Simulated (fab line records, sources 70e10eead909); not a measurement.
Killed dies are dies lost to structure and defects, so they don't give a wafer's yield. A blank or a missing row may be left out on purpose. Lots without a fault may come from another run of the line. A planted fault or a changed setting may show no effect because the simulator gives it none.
Which tool did it? | flow nand_harc | 10 lots, 28 wafers sampled, at 9 steps of a route of 1159

WHAT THE GAUGES READ, wafer by wafer
NHARC_A_CHANNEL_HOLE_D1_CD_MEAS_10: target cd 100 nm. Usual: cd_nm 100.1 nm, standard deviation 0.36.
lot  | measured     | on        | cd_nm (nm)        | flag
L875 | day 8 08:02  | cd_sem-01 | 100.7 100.9 100.7 |
L882 | day 9 22:46  | cd_sem-03 | 107.0 99.2        | OFF
L883 | day 10 05:56 | cd_sem-01 | 107.6 100.3       | OFF
L884 | day 10 14:52 | cd_sem-03 | 107.3 100.0 100.1 | OFF
L890 | day 12 04:50 | cd_sem-02 | 100.3 100.7 100.7 |
L891 | day 12 15:35 | cd_sem-02 | 100.2 100.1 100.0 |
L896 | day 13 04:44 | cd_sem-01 | 99.7 100.0 100.3  |
L895 | day 13 05:50 | cd_sem-01 | 100.0 99.6 99.7   |
L897 | day 13 15:16 | cd_sem-01 | 100.1 99.8 99.7   |
L898 | day 14 01:09 | cd_sem-01 | 100.0 100.2 100.0 |

NHARC_A_CHANNEL_HOLE_D1_CD_MEAS_30. Usual: cd_nm 90.0 nm, standard deviation 0.77.
lot  | measured     | on        | cd_nm (nm)     | flag
L875 | day 8 15:08  | cd_sem-02 | 91.5 91.4 90.0 |
L882 | day 10 05:42 | cd_sem-01 | 98.4 89.9      | OFF
L883 | day 10 12:50 | cd_sem-02 | 97.3 89.4      | OFF
L884 | day 10 22:07 | cd_sem-01 | 98.0 90.2 90.4 | OFF
L890 | day 12 11:44 | cd_sem-01 | 90.0 89.1 88.5 |
L891 | day 12 22:26 | cd_sem-02 | 90.5 90.8 89.1 |
L896 | day 13 11:38 | cd_sem-03 | 89.4 88.9 88.6 |
L895 | day 13 12:43 | cd_sem-01 | 89.0 88.5 88.5 |
L897 | day 13 22:36 | cd_sem-02 | 89.7 88.8 89.9 |
L898 | day 14 08:10 | cd_sem-02 | 89.1 90.6 89.7 |

NHARC_END_WLT_00. Usual: VT_DECK1_BOTTOM 0.874, standard deviation 0.0063; VT_DECK1_BOTTOM_INNER 0.874, standard deviation 0.0062; VT_DECK1_MEDIAN_NEAR_BOTTOM 0.874, standard deviation 0.0056; VT_DECK1_MEDIAN_NEAR_BOTTOM_INNER 0.876, standard deviation 0.0064; VT_DECK1_MIDDLE 0.888, standard deviation 0.0063; VT_DECK1_MIDDLE_INNER 0.888, standard deviation 0.0067; VT_DECK1_TOP 0.899, standard deviation 0.0064; VT_DECK1_TOP_INNER 0.899, standard deviation 0.0067.
lot  | measured     | on        | VT_DECK1_BOTTOM   | VT_DECK1_BOTTOM_INNER | VT_DECK1_MEDIAN_NEAR_BOTTOM | VT_DECK1_MEDIAN_NEAR_BOTTOM_INNER | VT_DECK1_MIDDLE   | VT_DECK1_MIDDLE_INNER | VT_DECK1_TOP      | VT_DECK1_TOP_INNER | flag
L875 | day 19 12:34 | prober-01 | 0.874 0.880 0.868 | 0.885 0.874 0.874     | 0.873 0.866 0.873           | 0.878 0.876 0.862                 | 0.895 0.886 0.888 | 0.892 0.882 0.884     | 0.895 0.894 0.892 | 0.891 0.893 0.894  |
L882 | day 21 07:07 | prober-01 | 0.896 0.872       | 0.895 0.873           | 0.899 0.873                 | 0.900 0.873                       | 0.914 0.888       | 0.918 0.888           | 0.911 0.898       | 0.917 0.904        |
L883 | day 21 00:19 | prober-01 | 0.888 0.867       | 0.899 0.869           | 0.896 0.871                 | 0.896 0.867                       | 0.907 0.888       | 0.900 0.871           | 0.915 0.900       | 0.916 0.902        |
L884 | day 21 06:07 | prober-02 | 0.886 0.876 0.865 | 0.892 0.873 0.872     | 0.887 0.868 0.873           | 0.891 0.866 0.871                 | 0.891 0.880 0.885 | 0.895 0.878 0.880     | 0.909 0.885 0.890 | 0.913 0.893 0.891  |
L890 | day 22 20:05 | prober-02 | 0.875 0.867 0.866 | 0.871 0.869 0.872     | 0.875 0.870 0.863           | 0.866 0.869 0.867                 | 0.886 0.885 0.887 | 0.887 0.890 0.881     | 0.897 0.906 0.900 | 0.895 0.893 0.895  |
L891 | day 23 16:42 | prober-02 | 0.883 0.878 0.872 | 0.875 0.882 0.876     | 0.885 0.871 0.875           | 0.880 0.874 0.874                 | 0.892 0.902 0.896 | 0.883 0.890 0.893     | 0.899 0.909 0.903 | 0.898 0.904 0.903  |
L896 | day 24 08:18 | prober-01 | 0.876 0.881 0.873 | 0.876 0.868 0.867     | 0.881 0.876 0.872           | 0.875 0.881 0.875                 | 0.891 0.883 0.892 | 0.892 0.892 0.887     | 0.900 0.911 0.904 | 0.905 0.905 0.904  |
L895 | day 24 15:29 | prober-02 | 0.887 0.882 0.879 | 0.890 0.871 0.878     | 0.880 0.878 0.884           | 0.883 0.876 0.876                 | 0.893 0.900 0.901 | 0.884 0.906 0.900     | 0.912 0.912 0.902 | 0.910 0.905 0.904  |
L897 | day 24 23:03 | prober-01 | 0.873 0.864 0.868 | 0.868 0.865 0.876     | 0.877 0.870 0.879           | 0.868 0.871 0.873                 | 0.884 0.877 0.885 | 0.881 0.890 0.890     | 0.897 0.890 0.896 | 0.903 0.892 0.899  |
L898 | day 25 06:25 | prober-01 | 0.882 0.870 0.873 | 0.873 0.876 0.876     | 0.880 0.877 0.875           | 0.874 0.877 0.878                 | 0.885 0.879 0.881 | 0.887 0.901 0.895     | 0.896 0.902 0.903 | 0.901 0.902 0.898  |

NHARC_END_SORT_01. Usual: killed_at_array 29, standard deviation 11; killed_at_other 0.6, standard deviation 0.89; killed_at_periphery 3.8, standard deviation 2.8; killed_dies 33, standard deviation 12; killed_open 3.5, standard deviation 1.9; killed_short 1.9, standard deviation 1.3.
lot  | measured     | on        | killed_at_array | killed_at_other | killed_at_periphery | killed_dies | killed_open | killed_short | flag
L884 | day 21 09:07 | prober-02 | 29              | 0               | 3                   | 32          | 4           | 4            |

WHICH TOOL RAN EACH LOT (tool, then ch and the chambers of the sampled wafers, then the start)
lot  | NHARC_A_CHANNEL_HOLE_D1_DEP_01 | NHARC_A_CHANNEL_HOLE_D1_PEB_08    | NHARC_A_CHANNEL_HOLE_D1_ETCH_38    | NHARC_A_CHANNEL_HOLE_D1_ETCH_22  | NHARC_A_CHANNEL_HOLE_D1_XSEM_31
L875 | pecvd-01 ch 0,2, day 8 07:21   | litho_track-04 ch 0, day 8 07:58  | rie_diel-01 ch 0,1, day 8 08:20    | har_etch-02 ch 0,1, day 8 10:35  | xsem-01 ch 0, day 8 15:13
L882 | pecvd-03 ch 0,2, day 9 22:12   | litho_track-04 ch 0, day 9 22:41  | rie_diel-03 ch 2,3, day 9 23:02    | har_etch-02 ch 0,1, day 10 01:02 | xsem-02 ch 0, day 10 05:48
L883 | pecvd-03 ch 0,2, day 10 05:20  | litho_track-04 ch 0, day 10 05:51 | rie_diel-07 ch 2,3, day 10 06:14   | har_etch-01 ch 0,1, day 10 08:23 | xsem-01 ch 0, day 10 12:55
L884 | pecvd-03 ch 0,2, day 10 14:03  | litho_track-04 ch 0, day 10 14:47 | rie_diel-01 ch 0,3, day 10 15:10   | har_etch-01 ch 0,1, day 10 17:07 | xsem-02 ch 0, day 10 22:13
L890 | pecvd-03 ch 0,2, day 12 04:13  | litho_track-06 ch 0, day 12 04:44 | rie_diel-03 ch 0,1,3, day 12 05:07 | har_etch-01 ch 0,1, day 12 07:16 | xsem-01 ch 0, day 12 11:49
L891 | pecvd-03 ch 1,2, day 12 14:54  | litho_track-06 ch 0, day 12 15:31 | rie_diel-07 ch 0,1,2, day 12 15:52 | har_etch-01 ch 0,1, day 12 17:49 | xsem-01 ch 0, day 12 22:32
L896 | pecvd-02 ch 1,2, day 13 04:02  | litho_track-01 ch 0, day 13 04:39 | rie_diel-03 ch 0,3, day 13 04:59   | har_etch-01 ch 0, day 13 06:58   | xsem-01 ch 0, day 13 11:44
L895 | pecvd-01 ch 0,2, day 13 05:07  | litho_track-01 ch 0, day 13 05:46 | rie_diel-01 ch 1,3, day 13 06:07   | har_etch-02 ch 1, day 13 08:11   | xsem-02 ch 0, day 13 12:49
L897 | pecvd-02 ch 0,2, day 13 14:40  | litho_track-04 ch 0, day 13 15:11 | rie_diel-07 ch 1,2,3, day 13 15:32 | har_etch-01 ch 0,1, day 13 17:35 | xsem-01 ch 0, day 13 22:41
L898 | pecvd-03 ch 0,1, day 14 00:33  | litho_track-01 ch 0, day 14 01:04 | rie_diel-03 ch 0,2,3, day 14 01:25 | har_etch-02 ch 0,1, day 14 03:23 | xsem-02 ch 0, day 14 08:16
- NHARC_A_CHANNEL_HOLE_D1_DEP_01: deposits SiON, target thk 140 nm.
- NHARC_A_CHANNEL_HOLE_D1_PEB_08: peb time 65 s.
- NHARC_A_CHANNEL_HOLE_D1_ETCH_38: etches the open film in CF4, target depth 39 nm, time 65 s.
- NHARC_A_CHANNEL_HOLE_D1_ETCH_22: etches the open film in C4F8/O2/Ar, time 666.7 s, target depth 1600 nm.
- NHARC_A_CHANNEL_HOLE_D1_XSEM_31

WHAT THE TOOLS THEMSELVES READ (means of the sampled wafers that have a number; where no wafer has one, the mark that the record gives instead)
NHARC_A_CHANNEL_HOLE_D1_DEP_01. Usual: heater_power_w 769 W, standard deviation 110; susceptor_temp_C 400.00 C, standard deviation 0.2.
lot  | tool     | heater_power_w (W) | susceptor_temp_C (C) | flag
L875 | pecvd-01 | 719                | 399.73               |
L882 | pecvd-03 | 718                | 400.02               |
L883 | pecvd-03 | 686                | 400.12               |
L884 | pecvd-03 | 697                | 399.96               |
L890 | pecvd-03 | 715                | 399.97               |
L891 | pecvd-03 | 862                | 399.87               |
L896 | pecvd-02 | 865                | 399.83               |
L895 | pecvd-01 | 769                | 400.13               |
L897 | pecvd-02 | 933                | 400.06               |
L898 | pecvd-03 | 686                | 400.09               |

NHARC_A_CHANNEL_HOLE_D1_PEB_08. Usual: plate_temp_C 99.99 C, standard deviation 0.12.
lot  | tool           | plate_temp_C (C) | flag
L875 | litho_track-04 | 100.00           |
L882 | litho_track-04 | 99.98            |
L883 | litho_track-04 | 100.12           |
L884 | litho_track-04 | 99.90            |
L890 | litho_track-06 | 100.08           |
L891 | litho_track-06 | 99.93            |
L896 | litho_track-01 | 100.08           |
L895 | litho_track-01 | 100.03           |
L897 | litho_track-04 | 99.86            |
L898 | litho_track-01 | 99.88            |

NHARC_A_CHANNEL_HOLE_D1_ETCH_38. Usual: drypump_motor_current_A 5.40 A, standard deviation 0.29; oes_product_au 0.999 a.u., standard deviation 0.0077; rf_vpp_V 151.3 V, standard deviation 1.1; showerhead_plenum_p_Torr 1.76 Torr, standard deviation 0.068; throttle_valve_pct 13.283 %, standard deviation 0.0096.
lot  | tool        | drypump_motor_current_A (A) | oes_product_au (a.u.) | rf_vpp_V (V) | showerhead_plenum_p_Torr (Torr) | throttle_valve_pct (%) | flag
L875 | rie_diel-01 | 5.52                        | 0.996                 | 150.9        | 1.77                            | 13.289                 |
L882 | rie_diel-03 | 5.38                        | 0.992                 | 151.3        | 1.75                            | 13.285                 |
L883 | rie_diel-07 | 5.13                        | 0.997                 | 151.4        | 1.81                            | 13.283                 |
L884 | rie_diel-01 | 5.84                        | 0.999                 | 152.3        | 1.80                            | 13.284                 |
L890 | rie_diel-03 | 5.40                        | 0.998                 | 151.2        | 1.74                            | 13.292                 |
L891 | rie_diel-07 | 5.48                        | 1.003                 | 151.1        | 1.78                            | 13.281                 |
L896 | rie_diel-03 | 5.13                        | 0.992                 | 151.1        | 1.77                            | 13.282                 |
L895 | rie_diel-01 | 5.56                        | 1.005                 | 150.6        | 1.75                            | 13.285                 |
L897 | rie_diel-07 | 5.29                        | 0.999                 | 151.8        | 1.82                            | 13.282                 |
L898 | rie_diel-03 | 5.29                        | 0.993                 | 151.0        | 1.74                            | 13.294                 |

NHARC_A_CHANNEL_HOLE_D1_ETCH_22. Usual: drypump_motor_current_A 6.2 A, standard deviation 0.39; showerhead_plenum_p_Torr 3.71 Torr, standard deviation 0.11; throttle_valve_pct 32.155 %, standard deviation 0.0091.
lot  | tool        | drypump_motor_current_A (A) | showerhead_plenum_p_Torr (Torr) | throttle_valve_pct (%) | flag
L875 | har_etch-02 | 5.9                         | 3.74                            | 32.165                 |
L882 | har_etch-02 | 5.8                         | 3.76                            | 32.148                 |
L883 | har_etch-01 | 6.6                         | 3.67                            | 32.148                 |
L884 | har_etch-01 | 6.6                         | 3.63                            | 32.153                 |
L890 | har_etch-01 | 6.6                         | 3.69                            | 32.157                 |
L891 | har_etch-01 | 6.6                         | 3.68                            | 32.155                 |
L896 | har_etch-01 | 6.7                         | 3.55                            | 32.155                 |
L895 | har_etch-02 | 5.7                         | 3.65                            | 32.152                 |
L897 | har_etch-01 | 6.7                         | 3.61                            | 32.161                 |
L898 | har_etch-02 | 5.9                         | 3.78                            | 32.158                 |

NHARC_A_CHANNEL_HOLE_D1_XSEM_31. Usual: bot_cd_nm 74.6 nm, standard deviation 0.95; bow_nm 8.61 nm, standard deviation 0.23; tilt_deg 0.08 degrees, standard deviation 0.04.
lot  | tool    | bot_cd_nm (nm) | bow_nm (nm) | tilt_deg (degrees) | flag
L875 | xsem-01 | 75.6           | 8.38        | 0.07               |
L882 | xsem-02 | 78.2           | 8.84        | 0.06               | OFF
L883 | xsem-01 | 77.7           | 8.57        | 0.03               | OFF
L884 | xsem-02 | 78.6           | 8.68        | 0.14               | OFF
L890 | xsem-01 | 73.2           | 8.25        | 0.05               |
L891 | xsem-01 | 73.9           | 8.46        | 0.06               |
L896 | xsem-01 | 74.4           | 8.52        | 0.02               |
L895 | xsem-02 | 73.4           | 8.64        | 0.12               |
L897 | xsem-01 | 74.2           | 8.62        | 0.04               |
L898 | xsem-02 | 73.9           | 8.58        | 0.05               |

THE ANSWER, worked out from the rows above alone
Rule: a lot is off if the mean of its wafers that have a number lies more than 3 standard deviations from the usual mean. A lot without any number at a reading at which 4 lots or more have one is off too. The other lots that the step has rows for count as sound. The gauges are gone through in route order, then the tools' own readings, and for those a lot's mean is taken as printed above. The first step at which some lot is off is used, and at that step the reading that is off furthest; a lot without a number counts as furthest.
Off: L882, L883, L884, at NHARC_A_CHANNEL_HOLE_D1_CD_MEAS_10 (cd_nm).
A tool fits if, at a process step before that reading, it ran every lot that is off, and no sound lot after the first of them. The gauges at NHARC_A_CHANNEL_HOLE_D1_CD_MEAS_10 aren't tried: what is off there is off at NHARC_A_CHANNEL_HOLE_D1_XSEM_31 too, on other tools, and a gauge's error can't cause that. None of those tried fits.

WHAT THE SIMULATOR HAD PUT IN
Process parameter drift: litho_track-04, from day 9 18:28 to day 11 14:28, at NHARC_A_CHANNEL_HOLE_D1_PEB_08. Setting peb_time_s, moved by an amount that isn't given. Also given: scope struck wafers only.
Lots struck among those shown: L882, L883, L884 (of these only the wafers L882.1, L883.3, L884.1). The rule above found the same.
